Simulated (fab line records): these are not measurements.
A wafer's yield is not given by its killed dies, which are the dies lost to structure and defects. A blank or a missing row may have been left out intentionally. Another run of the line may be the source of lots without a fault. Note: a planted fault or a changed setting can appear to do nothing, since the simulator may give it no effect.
fab line records | flow n5-finfet
record lots=24 wafers=72 last-day=19
route steps=1938 shown BEOL_M6@1242 BEOL_M7@1279
lots untouched by any fault: they come from a run of this same line in which no faults occurred
start-h: start of the lot's first displayed wafer, in hours after the record's first day | wait-h: hours from the lot's prior step to this one | " same as the row above | L1.1+2: a row that stands for several wafers | - no value, or no start given | * or withheld: withheld | < > ~ a bound
route shown NAME@n: NAME is a module with steps in the file, n the number in the route of the first one | usual: mean/standard deviation of fault-free wafers | same: alike in all rows | chamber/n: place in a boat | sites: the reading at each site | _std_site: the values' standard deviation | _edge_site: outer sites' mean less inner sites' | radius-mm: how far each site lies from the wafer's centre | mask NAME#n: copy n | behind: the most recent tool/chamber to have shaped the wafer | hold: the reason the lot was held/the length of the hold in hours/how it ended | device: the transistor (n, p or np) that didn't switch | end of line: the route-end tests of the same wafers | a step given without rows: its recipe and nothing more | killed: the dies lost at the first sort to structure and to defects; this is not the yield of the wafer | map: a wafer's dies, x killed, . not, _ none there
set.NAME: the setting as run; set.NAME@STEP: as run at that earlier step | model.NAME: the simulator's own value behind a step, which no gauge read
the route's steps for a sample of lots (tables are steps, rows are wafers)
services: the hour from which a tool's chamber was out of use, counted from the record's first day as start-h (under 0 if before that day), plus the number of hours and why
## steps
# step N5_BEOL_M6_OCD_MEAS_38
# usual trench-depth-nm=93.5/2.6
# columns lot.wafer tool chamber start-h wait-h trench-depth-nm
L074.2 ocd-02 - 207.38 - 94.3
L074.4 " - " " 92.2
L074.5 " - " " 93.5
L075.1 ocd-02 - 210.76 - 91.5
L075.3 " - " " 91.5
L075.5 " - " " 92.4
L076.1 ocd-02 - 210.95 - 94.9
L076.2 " - " " 91.5
L076.6 " - " " 96.3
L078.1 ocd-02 - 210.99 - 94.9
L078.2 " - " " 94.1
L078.6 " - " " 91.2
L077.2 ocd-01 - 221.18 - 89.7
L077.3 " - " " 92.8
L077.4 " - " " 96.0
L081.2 ocd-01 - 225.64 - 92.0
L081.3 " - " " 92.7
L081.5 " - " " 93.4
L080.1 ocd-01 - 231.48 - 93.3
L080.2 " - " " 90.9
L080.6 " - " " 90.5
L079.3 ocd-01 - 234.19 - 96.1
L079.4 " - " " 95.6
L079.6 " - " " 96.5
L083.1 ocd-01 - 237.74 - 89.2
L083.2 " - " " 95.8
L083.3 " - " " 91.0
L082.2 ocd-01 - 238.07 - 89.9
L082.5 " - " " 92.1
L082.6 " - " " 89.6
L084.1 ocd-02 - 256.27 - 91.0
L084.3 " - " " 90.8
L084.6 " - " " 97.6
L085.1 ocd-02 - 258.86 - 89.8
L085.2 " - " " 93.8
L085.6 " - " " 92.3
L086.4 ocd-02 - 267.30 - 94.3
L086.5 " - " " 95.0
L086.6 " - " " 90.9
L088.2 ocd-01 - 271.42 - 91.3
L088.3 " - " " 97.9
L088.6 " - " " 89.9
L092.1 ocd-02 - 285.04 - 95.6
L092.4 " - " " 92.6
L092.5 " - " " 93.0
L089.3 ocd-01 - 285.53 - 95.2
L089.4 " - " " 95.0
L089.6 " - " " 92.0
L087.1 ocd-02 - 285.90 - 96.7
L087.3 " - " " 95.9
L087.5 " - " " 90.8
L090.1 ocd-02 - 294.69 - 92.3
L090.4 " - " " 94.7
L090.6 " - " " 93.6
L091.1 ocd-02 - 295.10 - 90.6
L091.3 " - " " 96.8
L091.4 " - " " 94.7
L094.2 ocd-02 - 299.93 - 91.9
L094.5 " - " " 92.4
L094.6 " - " " 96.7
L093.1 ocd-02 - 299.98 - 98.4
L093.4 " - " " 92.5
L093.5 " - " " 89.6
L095.1 ocd-02 - 331.31 - 95.3
L095.3 " - " " 91.0
L095.4 " - " " 95.5
L097.1 ocd-01 - 338.17 - 94.2
L097.2 " - " " 91.6
L097.5 " - " " 89.4
L096.4 ocd-01 - 358.07 - 97.5
L096.5 " - " " 95.8
L096.6 " - " " 97.2
# step N5_BEOL_M6_SURFACE_TREAT_79
# recipe gas=Ar time-s=* ion-energy-ev=* ion-current-ma-cm2=0.5 pressure-mtorr=* ar-flow-sccm=30
# usual throttle-valve-pct=*
# columns lot.wafer tool chamber start-h wait-h throttle-valve-pct
L074.2 pvd-sputter-02 - 208.33 0.2 *
L074.4 " - " " *
L074.5 " - " " *
L075.1 pvd-sputter-03 - 211.87 0.2 *
L075.3 " - " " *
L075.5 " - " " *
L076.1 pvd-sputter-03 - 212.07 0.2 *
L076.2 " - " " *
L076.6 " - " " *
L078.1 pvd-sputter-02 - 214.13 1.9 *
L078.2 " - " " *
L078.6 " - " " *
L077.2 pvd-sputter-03 - 222.86 0.2 *
L077.3 " - " " *
L077.4 " - " " *
L081.2 pvd-sputter-03 - 227.56 0.4 *
L081.3 " - " " *
L081.5 " - " " *
L080.1 pvd-sputter-02 - 234.31 1.8 *
L080.2 " - " " *
L080.6 " - " " *
L079.3 pvd-sputter-01 - 235.31 0.2 *
L079.4 " - " " *
L079.6 " - " " *
L083.1 pvd-sputter-02 - 239.13 0.2 *
L083.2 " - " " *
L083.3 " - " " *
L082.2 pvd-sputter-01 - 239.33 0.2 *
L082.5 " - " " *
L082.6 " - " " *
L084.1 pvd-sputter-03 - 257.62 0.5 *
L084.3 " - " " *
L084.6 " - " " *
L085.1 pvd-sputter-01 - 260.16 0.2 *
L085.2 " - " " *
L085.6 " - " " *
L086.4 pvd-sputter-01 - 268.73 0.2 *
L086.5 " - " " *
L086.6 " - " " *
L088.2 pvd-sputter-02 - 272.83 0.2 *
L088.3 " - " " *
L088.6 " - " " *
L092.1 pvd-sputter-02 - 286.63 0.3 *
L092.4 " - " " *
L092.5 " - " " *
L089.3 pvd-sputter-02 - 286.93 0.2 *
L089.4 " - " " *
L089.6 " - " " *
L087.1 pvd-sputter-02 - 287.07 0.2 *
L087.3 " - " " *
L087.5 " - " " *
L090.1 pvd-sputter-03 - 295.98 0.2 *
L090.4 " - " " *
L090.6 " - " " *
L091.1 pvd-sputter-03 - 296.10 0.2 *
L091.3 " - " " *
L091.4 " - " " *
L093.1 pvd-sputter-02 - 302.32 0.3 *
L093.4 " - " " *
L093.5 " - " " *
L094.2 pvd-sputter-02 - 302.36 0.2 *
L094.5 " - " " *
L094.6 " - " " *
L095.1 pvd-sputter-01 - 332.76 0.3 *
L095.3 " - " " *
L095.4 " - " " *
L097.1 pvd-sputter-03 - 339.49 0.3 *
L097.2 " - " " *
L097.5 " - " " *
L096.4 pvd-sputter-03 - 359.78 0.3 *
L096.5 " - " " *
L096.6 " - " " *
# step N5_BEOL_M7_DESCUM_16
# recipe chemistry=O2 time-s=7.9 source-power-w=50 bias-power-w=20 pressure-mtorr=20 rf-frequency-hz=2.712e+07 temp-c=40 resist=CAR-ArF o2-flow-sccm=225
# usual drypump-motor-current-A=5.6/0.47 oes-product-au=0.80/0.1 rf-vpp-V=243.3/1.4 showerhead-plenum-p-Torr=2.12/0.077 throttle-valve-pct=20.4/0.32
# columns lot.wafer tool chamber start-h wait-h drypump-motor-current-A oes-product-au rf-hours-counter-h rf-vpp-V showerhead-plenum-p-Torr throttle-valve-pct
L074.2 rie-diel-05 1 212.03 0.1 5.5 0.69 219 243.6 2.05 20.4
L074.4 " 3 " " 5.3 0.68 247 242.1 2.08 20.9
L074.5 " 1 " " 5.5 0.70 - 244.0 2.05 20.4
L075.1 rie-diel-04 1 215.17 0.0 6.2 0.69 241 239.2 2.00 20.8
L075.3 " 3 " " 5.0 0.87 38 242.6 2.09 19.7
L075.5 " 3 " " 5.0 0.87 - 243.2 2.10 19.7
L076.1 rie-diel-05 0 218.38 0.0 6.5 0.70 201 243.7 2.16 20.8
L076.2 " 3 " " 5.3 0.68 249 242.5 2.08 20.9
L076.6 " 1 " " 5.5 0.69 - 242.2 2.05 20.4
L078.1 rie-diel-04 2 218.60 0.0 4.9 0.81 97 242.9 2.14 20.5
L078.2 " 0 " " 5.3 0.90 21 244.8 2.25 20.2
L078.6 " 2 " " 4.9 0.80 - 243.9 2.14 20.5
L077.2 rie-diel-02 2 226.78 0.1 5.7 1.00 1 243.0 2.09 20.6
L077.3 " 1 " " 5.8 0.71 194 244.5 2.16 20.6
L077.4 " 0 " " 6.0 0.73 202 242.5 2.07 20.6
L081.2 rie-diel-02 3 232.29 0.0 5.3 0.86 49 245.0 2.23 20.3
L081.3 " 1 " " 5.8 0.70 196 244.1 2.16 20.6
L081.5 " 1 " " 5.9 0.71 - 244.3 2.16 20.7
L080.1 rie-diel-04 3 238.19 0.0 5.0 0.87 44 242.7 2.09 19.7
L080.2 " 2 " " 4.9 0.79 103 243.3 2.14 20.5
L080.6 " 2 " " 4.9 0.79 - 242.7 2.14 20.5
L079.3 rie-diel-02 3 238.69 0.0 5.4 0.87 51 244.3 2.23 20.3
L079.4 " 0 " " 6.0 0.73 206 243.8 2.07 20.6
L079.6 " 1 " " 5.9 0.71 - 242.6 2.16 20.6
L083.1 rie-diel-02 1 242.34 0.0 5.9 0.70 198 243.5 2.16 20.6
L083.2 " 0 " " 6.0 0.73 207 242.3 2.07 20.7
L083.3 " 2 " " 5.7 0.97 4 242.9 2.09 20.7
L082.2 rie-diel-04 3 242.50 0.0 5.0 0.85 46 243.2 2.09 19.7
L082.5 " 0 " " 5.3 0.89 - 245.2 2.25 20.2
L082.6 " 1 " " 6.2 0.68 - 241.3 1.99 20.8
L084.1 rie-diel-05 3 260.81 0.0 5.3 0.97 3 241.9 2.08 20.6
L084.3 " 2 " " 5.8 0.87 43 244.4 2.02 20.0
L084.6 " 0 " " 6.4 0.69 - 243.3 2.15 20.8
L085.1 rie-diel-02 2 264.00 0.2 5.7 0.95 7 242.5 2.08 20.6
L085.2 " 3 " " 5.4 0.85 58 244.8 2.22 20.3
L085.6 " 3 " " 5.4 0.85 - 244.8 2.22 20.3
L086.4 rie-diel-05 2 272.27 0.0 5.8 0.87 46 241.2 2.02 20.0
L086.5 " 1 " " 5.5 0.67 - 243.2 2.04 20.4
L086.6 " 2 " " 5.8 0.88 - 241.4 2.02 20.0
L088.2 rie-diel-04 2 275.84 0.1 4.9 0.78 117 242.8 2.13 20.5
L088.3 " 3 " " 5.0 0.85 59 244.6 2.09 19.7
L088.6 " 1 " " 6.2 1.00 - 244.1 2.26 20.6
L092.1 rie-diel-05 1 290.14 0.0 5.5 0.67 245 241.3 2.04 20.4
L092.4 " 0 " " 6.5 0.68 226 244.1 2.15 20.8
L092.5 " 3 " " 5.3 0.93 - 242.7 2.07 20.6
L089.3 rie-diel-04 3 290.30 0.0 5.0 0.84 63 244.3 2.09 19.7
L089.4 " 2 " " 4.9 0.78 122 243.2 2.13 20.5
L089.6 " 3 " " 5.0 0.83 - 243.2 2.09 19.8
L087.1 rie-diel-05 1 290.47 0.0 5.5 0.67 245 241.8 2.04 20.4
L087.3 " 2 " " 5.8 0.86 53 240.4 2.02 20.0
L087.5 " 0 " " 6.5 0.68 - 244.8 2.15 20.8
L090.1 rie-diel-05 3 300.34 0.0 5.3 0.92 16 241.3 2.07 20.6
L090.4 " 0 " " 6.5 0.68 229 245.5 2.15 20.8
L090.6 " 1 " " 5.5 0.67 - 243.4 2.04 20.4
L091.1 rie-diel-05 0 300.62 0.0 6.5 0.67 229 244.2 2.15 20.8
L091.3 " 1 " " 5.5 0.67 249 244.7 2.04 20.4
L091.4 " 2 " " 5.8 0.85 56 242.0 2.02 20.0
L093.1 rie-diel-02 2 306.08 0.0 5.6 0.91 19 242.3 2.08 20.7
L093.4 " 1 " " 5.9 0.69 220 244.8 2.15 20.7
L093.5 " 3 " " 5.4 0.82 - 243.1 2.22 20.3
L094.2 rie-diel-04 2 306.30 0.0 4.9 0.77 126 241.9 2.13 20.5
L094.5 " 1 " " 6.2 0.97 - 246.0 2.25 20.6
L094.6 " 0 " " 5.2 0.86 - 243.5 2.25 20.2
L095.1 rie-diel-04 3 337.09 0.0 5.0 0.81 77 243.9 2.08 19.8
L095.3 " 0 " " 5.2 0.84 55 244.6 2.24 20.2
L095.4 " 1 " " 6.2 0.93 22 244.4 2.25 20.6
L097.1 rie-diel-04 1 343.94 0.0 6.2 0.93 25 245.2 2.25 20.6
L097.2 " 3 " " 5.0 0.82 79 242.7 2.08 19.8
L097.5 " 3 " " 5.0 0.82 - 244.5 2.08 19.8
L096.4 rie-diel-05 2 364.70 0.2 5.7 0.83 77 240.9 2.01 20.1
L096.5 " 0 " " 6.5 0.66 - 243.6 2.14 20.8
L096.6 " 3 " " 5.3 0.89 - 242.0 2.06 20.6
# step N5_BEOL_M7_ETCH_62
# recipe chemistry=N2/H2 target=SOC target-depth-a=1100 overetch-a=220 mask-material=SiARC temp-c=40 time-s=165 ion-energy-ev=200 pressure-mtorr=30 source-w=840 bias-w=150 n2-flow-sccm=200 h2-flow-sccm=200
# usual bias-w=149.9/0.44 drypump-motor-current-A=5.6/0.47 oes-product-au=0.69/0.082 rf-vpp-V=524.7/2.5 showerhead-plenum-p-Torr=2.57/0.081 throttle-valve-pct=17.8/0.33
# columns lot.wafer tool chamber start-h wait-h bias-w drypump-motor-current-A oes-product-au rf-hours-counter-h rf-vpp-V showerhead-plenum-p-Torr throttle-valve-pct
L074.2 rie-diel-05 1 212.12 0.0 149.9 5.6 0.59 219 523.3 2.54 18.0
L074.4 " 3 " " 149.7 5.3 0.58 247 521.8 2.52 18.4
L074.5 " 1 " " 150.7 5.5 0.59 - 522.5 2.54 18.1
L075.1 rie-diel-04 1 215.27 0.0 150.4 6.2 0.57 241 520.1 2.41 18.1
L075.3 " 3 " " 149.7 5.0 0.75 38 526.1 2.59 17.4
L075.5 " 3 " " 149.8 5.0 0.74 - 525.7 2.59 17.4
L076.1 rie-diel-05 0 218.47 0.0 150.5 6.5 0.61 201 525.9 2.61 18.1
L076.2 " 3 " " 150.0 5.2 0.57 249 523.8 2.52 18.4
L076.6 " 1 " " 150.0 5.5 0.59 - 523.3 2.54 18.0
L078.1 rie-diel-04 2 218.69 0.0 149.5 4.9 0.68 97 525.1 2.57 17.7
L078.2 " 0 " " 151.1 5.3 0.78 21 528.3 2.68 17.1
L078.6 " 2 " " 149.5 4.9 0.68 - 524.6 2.57 17.7
L077.2 rie-diel-02 2 226.87 0.0 149.6 5.7 0.84 1 523.5 2.50 17.8
L077.3 " 1 " " 148.8 5.9 0.61 194 525.6 2.65 18.3
L077.4 " 0 " " 149.9 6.0 0.62 202 521.7 2.52 18.0
L081.2 rie-diel-02 3 232.38 0.0 149.6 5.4 0.73 49 528.6 2.71 17.8
L081.3 " 1 " " 150.3 5.8 0.61 196 527.2 2.65 18.3
L081.5 " 1 " " 149.8 5.8 0.61 - 527.5 2.65 18.3
L080.1 rie-diel-04 3 238.28 0.0 150.1 5.0 0.73 44 524.9 2.58 17.4
L080.2 " 2 " " 150.7 4.9 0.67 103 524.0 2.57 17.7
L080.6 " 2 " " 151.3 4.9 0.67 - 524.0 2.57 17.7
L079.3 rie-diel-02 3 238.78 0.0 150.2 5.4 0.73 51 527.6 2.71 17.8
L079.4 " 0 " " 149.3 6.0 0.62 206 521.8 2.52 18.0
L079.6 " 1 " " 149.1 5.9 0.61 - 526.9 2.65 18.3
L083.1 rie-diel-02 1 242.43 0.0 149.8 5.8 0.61 198 527.0 2.65 18.3
L083.2 " 0 " " 150.4 6.0 0.62 207 523.0 2.52 18.0
L083.3 " 2 " " 149.4 5.7 0.81 4 522.8 2.50 17.8
L082.2 rie-diel-04 3 242.59 0.0 149.8 5.0 0.73 46 526.5 2.58 17.4
L082.5 " 0 " " 149.7 5.3 0.76 - 528.5 2.67 17.2
L082.6 " 1 " " 149.3 6.2 0.57 - 520.2 2.40 18.2
L084.1 rie-diel-05 3 260.90 0.0 150.2 5.3 0.82 3 522.0 2.52 18.0
L084.3 " 2 " " 150.0 5.8 0.76 43 520.7 2.48 17.5
L084.6 " 0 " " 149.7 6.5 0.61 - 527.0 2.61 18.2
L085.1 rie-diel-02 2 264.09 0.0 149.8 5.7 0.80 7 523.1 2.50 17.8
L085.2 " 3 " " 150.1 5.4 0.72 58 527.3 2.71 17.8
L085.6 " 3 " " 149.6 5.4 0.72 - 528.4 2.71 17.8
L086.4 rie-diel-05 2 272.37 0.0 151.1 5.7 0.74 46 521.6 2.48 17.5
L086.5 " 1 " " 150.0 5.5 0.58 - 522.4 2.53 18.1
L086.6 " 2 " " 150.9 5.7 0.75 - 523.2 2.48 17.5
L088.2 rie-diel-04 2 275.93 0.0 150.8 4.9 0.66 117 526.2 2.56 17.8
L088.3 " 3 " " 150.2 5.0 0.72 59 526.2 2.58 17.4
L088.6 " 1 " " 150.3 6.2 0.84 - 527.6 2.72 17.8
L092.1 rie-diel-05 1 290.23 0.0 149.3 5.5 0.58 245 523.0 2.52 18.1
L092.4 " 0 " " 150.1 6.5 0.60 226 527.0 2.60 18.2
L092.5 " 3 " " 149.2 5.3 0.79 - 522.8 2.52 18.0
L089.3 rie-diel-04 3 290.39 0.0 149.1 5.0 0.71 63 526.5 2.57 17.4
L089.4 " 2 " " 150.5 4.9 0.65 122 524.1 2.56 17.8
L089.6 " 3 " " 149.5 5.0 0.71 - 525.7 2.57 17.4
L087.1 rie-diel-05 1 290.56 0.0 149.6 5.6 0.58 245 522.7 2.52 18.1
L087.3 " 2 " " 149.8 5.8 0.74 53 520.7 2.48 17.5
L087.5 " 0 " " 150.5 6.5 0.59 - 528.0 2.60 18.2
L090.1 rie-diel-05 3 300.43 0.0 150.0 5.3 0.78 16 522.8 2.51 18.0
L090.4 " 0 " " 150.1 6.5 0.59 229 524.9 2.60 18.2
L090.6 " 1 " " 150.3 5.5 0.57 - 524.2 2.52 18.1
L091.1 rie-diel-05 0 300.71 0.0 149.8 6.5 0.59 229 526.1 2.60 18.2
L091.3 " 1 " " 150.1 5.5 0.58 249 522.7 2.52 18.1
L091.4 " 2 " " 149.7 5.7 0.73 56 522.0 2.48 17.5
L093.1 rie-diel-02 2 306.17 0.0 150.3 5.7 0.78 19 522.4 2.49 17.8
L093.4 " 1 " " 151.0 5.8 0.60 220 526.1 2.64 18.3
L093.5 " 3 " " 150.2 5.4 0.71 - 526.8 2.70 17.8
L094.2 rie-diel-04 2 306.40 0.0 149.9 4.9 0.66 126 524.7 2.56 17.8
L094.5 " 1 " " 149.1 6.2 0.82 - 527.6 2.72 17.9
L094.6 " 0 " " 149.8 5.3 0.74 - 529.5 2.67 17.2
L095.1 rie-diel-04 3 337.18 0.0 150.4 5.0 0.70 77 524.5 2.57 17.4
L095.3 " 0 " " 150.1 5.3 0.72 55 528.7 2.66 17.2
L095.4 " 1 " " 150.2 6.2 0.79 22 527.9 2.71 17.9
L097.1 rie-diel-04 1 344.03 0.0 149.9 6.2 0.79 25 529.3 2.71 17.9
L097.2 " 3 " " 150.1 5.0 0.70 79 525.1 2.57 17.4
L097.5 " 3 " " 149.5 5.0 0.70 - 525.4 2.57 17.4
L096.4 rie-diel-05 2 364.80 0.0 150.0 5.7 0.72 77 522.1 2.47 17.6
L096.5 " 0 " " 150.2 6.5 0.58 - 526.0 2.59 18.2
L096.6 " 3 " " 150.4 5.3 0.75 - 520.3 2.51 18.0
# step N5_BEOL_M7_OVL_MEAS_29
# recipe points-per-wafer=522
# usual V6_OVL=-0.3/0.6
# columns lot.wafer tool chamber start-h wait-h V6_OVL[nm]
L074.2 overlay-02 0 213.66 0.0 0.3
L074.4 " 0 " " -1.0
L074.5 " 0 " " -0.1
L075.1 overlay-02 0 218.04 0.0 -1.3
L075.3 " 0 " " 0.2
L075.5 " 0 " " 0.5
L076.1 overlay-01 0 220.52 0.0 -0.3
L076.2 " 0 " " -0.1
L076.6 " 0 " " -0.6
L078.1 overlay-01 0 220.59 0.0 -0.6
L078.2 " 0 " " -0.8
L078.6 " 0 " " -1.0
L077.2 overlay-02 0 227.58 0.0 0.2
L077.3 " 0 " " -0.2
L077.4 " 0 " " 0.2
L081.2 overlay-02 0 233.76 0.0 -0.7
L081.3 " 0 " " -0.6
L081.5 " 0 " " -1.5
L080.1 overlay-01 0 239.23 0.0 -1.3
L080.2 " 0 " " -1.7
L080.6 " 0 " " -0.4
L079.3 overlay-02 0 241.14 0.0 0.3
L079.4 " 0 " " 0.9
L079.6 " 0 " " 0.8
L083.1 overlay-01 0 243.33 0.0 0.0
L083.2 " 0 " " -0.1
L083.3 " 0 " " 0.5
L082.2 overlay-02 0 243.38 0.0 0.2
L082.5 " 0 " " 0.2
L082.6 " 0 " " 0.4
L084.1 overlay-01 0 262.05 0.0 -0.5
L084.3 " 0 " " 0.1
L084.6 " 0 " " -0.2
L085.1 overlay-02 0 266.47 0.0 -0.8
L085.2 " 0 " " -0.6
L085.6 " 0 " " -0.8
L086.4 overlay-01 0 274.10 0.0 -1.0
L086.5 " 0 " " 0.6
L086.6 " 0 " " -0.1
L088.2 overlay-01 0 279.60 0.0 -0.5
L088.3 " 0 " " -0.2
L088.6 " 0 " " -0.9
L089.3 overlay-02 0 294.26 0.0 -0.6
L089.4 " 0 " " 0.2
L089.6 " 0 " " 0.1
L087.1 overlay-01 0 294.43 0.0 -0.3
L087.3 " 0 " " -0.6
L087.5 " 0 " " 0.8
L092.1 overlay-02 0 294.60 0.0 -1.7
L092.4 " 0 " " -0.1
L092.5 " 0 " " -0.1
L091.1 overlay-01 0 301.77 0.0 -0.1
L091.3 " 0 " " -0.7
L091.4 " 0 " " 0.4
L090.1 overlay-02 0 301.93 0.0 0.2
L090.4 " 0 " " 0.6
L090.6 " 0 " " 0.7
L094.2 overlay-01 0 308.33 0.0 -0.6
L094.5 " 0 " " -1.1
L094.6 " 0 " " -1.0
L093.1 overlay-01 0 308.49 0.0 -0.4
L093.4 " 0 " " -0.7
L093.5 " 0 " " 0.0
L095.1 overlay-02 0 337.95 0.0 -0.8
L095.3 " 0 " " -1.1
L095.4 " 0 " " -0.8
L097.1 overlay-01 0 347.52 0.0 -0.4
L097.2 " 0 " " -1.2
L097.5 " 0 " " -2.0
L096.4 overlay-01 0 365.78 0.0 -1.3
L096.5 " 0 " " -1.4
L096.6 " 0 " " -0.7
# step N5_BEOL_M7_INSPECT_30
# recipe mode=adi inspect-instrument=brightfield
# usual raw-defect-count=433/90
# columns lot.wafer tool chamber start-h wait-h raw-defect-count
L074.2 defect-inspect-02 - 213.71 0.0 349
L074.4 " - " " 405
L074.5 " - " " 422
L075.1 defect-inspect-01 - 218.10 0.1 456
L075.3 " - " " 443
L075.5 " - " " 420
L076.1 defect-inspect-02 - 220.58 0.1 402
L076.2 " - " " 474
L076.6 " - " " 456
L078.1 defect-inspect-01 - 220.65 0.1 359
L078.2 " - " " 489
L078.6 " - " " 515
L077.2 defect-inspect-02 - 227.64 0.0 491
L077.3 " - " " 279
L077.4 " - " " 487
L081.2 defect-inspect-01 - 233.81 0.0 400
L081.3 " - " " 591
L081.5 " - " " 473
L080.1 defect-inspect-01 - 239.28 0.1 560
L080.2 " - " " 624
L080.6 " - " " 704
L079.3 defect-inspect-02 - 241.18 0.0 505
L079.4 " - " " 440
L079.6 " - " " 555
L083.1 defect-inspect-02 - 243.39 0.1 664
L083.2 " - " " 592
L083.3 " - " " 348
L082.2 defect-inspect-01 - 243.43 0.0 625
L082.5 " - " " 341
L082.6 " - " " 468
L084.1 defect-inspect-02 - 262.11 0.1 411
L084.3 " - " " 385
L084.6 " - " " 383
L085.1 defect-inspect-01 - 266.53 0.1 524
L085.2 " - " " 334
L085.6 " - " " 491
L086.4 defect-inspect-02 - 274.14 0.0 448
L086.5 " - " " 550
L086.6 " - " " 486
L088.2 defect-inspect-02 - 279.65 0.0 413
L088.3 " - " " 553
L088.6 " - " " 351
L089.3 defect-inspect-02 - 294.30 0.0 400
L089.4 " - " " 427
L089.6 " - " " 338
L087.1 defect-inspect-02 - 294.48 0.1 397
L087.3 " - " " 383
L087.5 " - " " 366
L092.1 defect-inspect-02 - 294.65 0.1 400
L092.4 " - " " 368
L092.5 " - " " 372
L091.1 defect-inspect-01 - 301.82 0.1 374
L091.3 " - " " 480
L091.4 " - " " 453
L090.1 defect-inspect-01 - 301.99 0.1 395
L090.4 " - " " 353
L090.6 " - " " 294
L094.2 defect-inspect-01 - 308.38 0.0 397
L094.5 " - " " 411
L094.6 " - " " 421
L093.1 defect-inspect-01 - 308.55 0.1 449
L093.4 " - " " 448
L093.5 " - " " 448
L095.1 defect-inspect-02 - 338.01 0.1 364
L095.3 " - " " 451
L095.4 " - " " 331
L097.1 defect-inspect-01 - 347.58 0.1 329
L097.2 " - " " 372
L097.5 " - " " 297
L096.4 defect-inspect-02 - 365.82 0.0 526
L096.5 " - " " 585
L096.6 " - " " 439
## services
# columns tool chamber start-h hours kind
rie-diel-04 1 190.80 1.3 repair
rie-diel-02 2 204.99 - clean
rie-diel-02 2 204.99 - consumable-replace:focus-ring
rie-diel-02 2 204.99 19.7 scheduled-down
rie-diel-02 2 204.99 19.7 vent-cycle
rie-diel-05 3 222.62 - clean
rie-diel-05 3 222.62 - consumable-replace:focus-ring
rie-diel-05 3 222.62 24.3 scheduled-down
rie-diel-05 3 222.62 24.3 vent-cycle
rie-diel-05 - 229.87 0.2 repair
rie-diel-04 1 253.38 - clean
rie-diel-04 1 253.38 - consumable-replace:focus-ring
rie-diel-04 1 253.38 - consumable-replace:showerhead
rie-diel-04 1 253.38 17.5 scheduled-down
rie-diel-04 1 253.38 17.5 vent-cycle
rie-diel-02 2 266.68 5.1 repair
rie-diel-05 1 305.69 - clean
rie-diel-05 1 305.69 - consumable-replace:focus-ring
rie-diel-05 1 305.69 27.6 scheduled-down
rie-diel-05 1 305.69 27.6 vent-cycle
rie-diel-05 - 319.34 2.8 pm
rie-diel-04 0 324.21 1.2 repair
rie-diel-02 - 330.92 3.4 repair
pvd-sputter-01 - 354.49 2.5 repair
## key
fault none
